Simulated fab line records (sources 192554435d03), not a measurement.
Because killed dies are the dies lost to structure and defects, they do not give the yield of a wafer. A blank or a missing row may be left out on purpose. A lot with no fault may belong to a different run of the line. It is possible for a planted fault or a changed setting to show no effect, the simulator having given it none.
Matching of chambers    flow n5_finfet    N5_MOL_CONTACT_COAG_VIA_ETCH_117 on rie_diel-01: 4 sister chambers
The step etches SiO2 in C4F6/O2, target depth 40 nm, overetch 8 nm, time 26 s. 16 wafers are shown with their chamber, then 8 later ones without.

== EACH WAFER AND ITS CHAMBER ==
wafer   chamber  drypump_motor_current_A (A)  throttle_valve_pct (%)  rf_vpp_V (V)
L075.2  2        5.0                          40.79                   1623
L075.3  0        6.5                          41.04                   1600
L075.6  0        6.5                          41.03                   1599
L079.1  3        5.2                          41.45                   1565
L079.3  0        6.5                          41.05                   1600
L079.5  2        5.0                          40.80                   1624
L080.1  0        6.5                          41.07                   1600
L080.3  3        5.3                          41.45                   1564
L080.5  2        5.0                          40.79                   1622
L081.2  3        5.2                          41.44                   1565
L081.5  3        5.2                          41.44                   1566
L081.6  0        6.5                          41.05                   1598
L083.3  3        5.2                          41.45                   1565
L083.4  1        5.6                          41.29                   1577
L083.5  0        6.5                          41.04                   1598
L086.2  3        5.2                          41.45                   1565

SIGNATURES (averages over the wafers above)
reading                  chamber 0  chamber 1  chamber 2  chamber 3  scatter within a chamber
drypump_motor_current_A  6.500      5.600      5.000      5.217      0.0264
throttle_valve_pct       41.0467    41.2900    40.7933    41.4467    0.00972
rf_vpp_V                 1599.17    1577.00    1623.00    1565.00    0.858
Rule: for each reading, subtract the chamber's mean from the wafer's reading, divide by that reading's scatter and square the result; add these up over the readings and take the root, which gives the wafer's distance from the chamber. If the next closest chamber is less than 2 further off than the closest, the wafer can't be placed; otherwise it belongs to the closest. How the scatter is found: for the shown wafers, subtract from each reading the mean of its chamber, square and add these, divide the total by (wafers less chambers), then take the root.

== WAFERS WHOSE CHAMBER IS MISSING ==
wafer   drypump_motor_current_A (A)  throttle_valve_pct (%)  rf_vpp_V (V)
L086.3  5.6                          41.29                   1579
L086.4  5.0                          40.79                   1623
L092.1  5.2                          41.48                   1564
L092.2  5.6                          41.30                   1578
L092.6  5.6                          41.30                   1578
L093.3  6.5                          41.06                   1597
L093.4  5.7                          41.31                   1577
L093.5  5.1                          41.47                   1566

== EACH ONE'S CHAMBER ==
wafer   from the rows above  in truth
L086.3  1                    1
L086.4  2                    2
L092.1  3                    3
L092.2  1                    1
L092.6  1                    1
L093.3  0                    0
L093.4  1                    1
L093.5  3                    3
Correct placement for 8 of the 8. Not placeable from these rows: 0. Wrongly placed: 0.
